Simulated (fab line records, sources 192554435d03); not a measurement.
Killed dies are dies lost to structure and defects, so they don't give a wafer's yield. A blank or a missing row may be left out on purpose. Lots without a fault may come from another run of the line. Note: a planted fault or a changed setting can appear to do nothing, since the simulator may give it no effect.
8D (eight disciplines) problem report, filled in by code + flow n5_finfet + the parts of the form that need people (team, actions taken, sign-off) are left out
Where a reading is given only as a bound, like >300, the bound stands for it, and a mean or a difference that rests on one is marked > or <: the true number lies beyond.

1. THE ISSUE
raw_defect_count at N5_MIM_TOP_LITHO_INSPECT_12 reads a mean of >300 on 2 wafers of 2 lots; wafers without a fault read 2.1 with a standard deviation of 1.4. That is +99 or more standard deviations from the usual mean.
The step: inspects for defects (macro).
First seen on wafer L214.4, day 14 21:45, on defect_inspect-02. The record holds 32 wafers of 11 lots with a number at this step. Rule for "out" (also "out of limits"): further than 4 standard deviations from the usual mean. The other wafers with a number count as sound.

2. WHAT IT IS AND WHAT IT IS NOT
| question                    | is                                   | is not                                                                                       |
|-----------------------------|--------------------------------------|----------------------------------------------------------------------------------------------|
| which readings at this step | raw_defect_count                     | -                                                                                            |
| which lots                  | L214, L215                           | L202, L203, L204, L205, L206, L221, L222, L223, L224                                         |
| which wafers of those lots  | L214.4, L215.6                       | L214.1, L214.3, L215.1, L215.3                                                               |
| read on which gauges        | defect_inspect-01, defect_inspect-02 | -                                                                                            |
| when                        | from day 14 21:45                    | up to then (16 sound wafers); but 14 sound wafers of L215, L221, L222, L223, L224 came after |

3. THE SUSPECTS, EACH WITH WHAT RULES IT OUT
Counting: if a tool at a process step up to the reading ran every lot that is out, it stays a suspect. Sound lots after the first of them don't rule it out here, since some wafers of a struck lot are sound.
- the gauge at N5_MIM_TOP_LITHO_INSPECT_12: ruled out. The wafers that are out were read on 2 gauges (defect_inspect-01, defect_inspect-02).
- pecvd-03 at N5_PASSIVATION_PECVD_00 (deposits SiO2 from SiH4/N2O, target thk 200 nm, time 11.2 s): kept. It ran every lot that is out, first L214 (day 14 20:02); its last sound lot up to then is L206 (day 13 02:26).
- ald_hk-03 at N5_MIM_TOP_ALD_01 (deposits HfO2, target thk 5.6 nm, pulse time 1 s, purge time 3 s): kept. It ran every lot that is out, first L214 (day 14 20:00); its last sound lot up to then is L202 (day 12 05:00).
- Within ald_hk-03 at N5_MIM_TOP_ALD_01: the wafers that are out ran in chamber 1; their sound lot-mates ran in chambers 0, 2, 3.
After counting, pecvd-03 at N5_PASSIVATION_PECVD_00 and ald_hk-03 at N5_MIM_TOP_ALD_01 remain.

4. THE CAUSE (what the simulator had put in)
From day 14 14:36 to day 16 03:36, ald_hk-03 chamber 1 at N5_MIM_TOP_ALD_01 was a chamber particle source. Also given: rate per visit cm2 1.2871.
Of the 2 suspects that counting leaves, this tool is one.

5. THE CHAIN OF EFFECTS, in route order
Each row: a reading where the mean over the struck wafers with a number is more than 3 standard deviations away from the usual. Scope: only readings with a usual standard deviation given in the record; hours: median across lots of the time from each lot's start at the first step in this table that gives one to its start at this step; sigmas: change in usual standard deviations.
| hours | step                        | reading              | usual  | on struck wafers | change | sigmas      |
|-------|-----------------------------|----------------------|--------|------------------|--------|-------------|
| 0     | N5_MIM_TOP_LITHO_INSPECT_12 | raw_defect_count     | 2.1    | >300             | >+298  | +99 or more |
| 11    | N5_PASSIVATION_PROBE_49     | defect_limited_yield | 91.4 % | 79.2             | -12.2  | -8.2        |
| 11    | N5_PASSIVATION_PROBE_49     | killed_at_other      | 4      | 140              | +136   | +40         |
| 11    | N5_PASSIVATION_PROBE_49     | killed_dies          | 102    | 246              | +144   | +8.0        |
| 11    | N5_PASSIVATION_PROBE_49     | sort_bin_5_function  | 5.0 %  | 12.7             | +7.7   | +7.9        |
| 11    | N5_PASSIVATION_PROBE_49     | sort_n_pass          | 1078   | 934              | -144   | -7.6        |
| 11    | N5_PASSIVATION_PROBE_49     | sort_yield_pct       | 91.3 % | 79.2             | -12.1  | -7.6        |
The process steps in it:
- N5_PASSIVATION_PROBE_49

6. WHAT WOULD HAVE CAUGHT IT SOONER
The first out-of-limits reading at a measuring or inspecting step in this record came at day 14 21:45, 7 hours after the fault's start at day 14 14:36.
No tool reading at N5_MIM_TOP_ALD_01 that has a usual standard deviation in the record was out on any struck wafer, so an alarm limit of 4 standard deviations on those readings would not have fired.
Lots out: 2; of these, L215 started N5_MIM_TOP_ALD_01 on ald_hk-03 after day 14 21:45. It would have been spared by a hold on the tool at that moment.
